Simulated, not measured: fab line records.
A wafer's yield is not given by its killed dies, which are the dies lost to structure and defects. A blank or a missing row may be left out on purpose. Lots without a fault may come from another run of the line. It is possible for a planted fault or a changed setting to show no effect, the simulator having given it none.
Matching of chambers | flow nand_harc | NHARC_P_CONTACT_DEP_30 on pecvd-01 has 3 sister chambers
The step deposits SiNx, target thk 30 nm. 6 wafers are shown with their chamber, then 8 later ones without.

== WAFERS WITH THEIR CHAMBER ==
wafer  | chamber | heater_power_outer_w (W) | heater_power_w (W)
L538.6 | 0       | 469                      | 674
L539.2 | 0       | 549                      | 814
L542.2 | 2       | 338                      | 580
L542.4 | 1       | 432                      | 726
L547.1 | 1       | 412                      | 679
L547.2 | 2       | 436                      | 678

== WAFERS MISSING THEIR CHAMBER ==
wafer  | heater_power_outer_w (W) | heater_power_w (W)
L547.3 | 573                      | 817
L548.3 | 355                      | 604
L548.5 | 370                      | 623
L548.6 | 428                      | 717
L549.3 | 404                      | 679
L549.4 | 480                      | 701
L549.6 | 356                      | 610
L551.4 | 534                      | 776

== THE CHAMBER EACH PASSED THROUGH ==
wafer  | from the rows above          | in truth
L547.3 | can't be placed: 0 or 1      | 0
L548.3 | can't be placed: 2 or 1      | 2
L548.5 | can't be placed: 2 or 1      | 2
L548.6 | can't be placed: 1 or 2 or 0 | 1
L549.3 | can't be placed: 1 or 2 or 0 | 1
L549.4 | can't be placed: 0 or 1 or 2 | 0
L549.6 | can't be placed: 2 or 1      | 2
L551.4 | can't be placed: 0 or 1      | 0
Correct placement for 0 of the 8. From these rows, 8 cannot be placed; in 8 the true chamber is one of the candidates. Wrongly placed: 0.
How it was worked out, from the rows above alone: a wafer's distance from a chamber is the root of the sum, over the readings, of the square of ((its reading less the chamber's mean) divided by the reading's scatter). If the next closest chamber is less than 2 further off than the closest, the wafer can't be placed; otherwise it belongs to the closest. The mean given for a chamber averages the wafers shown for that chamber. The scatter: the root of (the sum of the squares of (reading less its chamber's mean) over the shown wafers, divided by (wafers less chambers)).
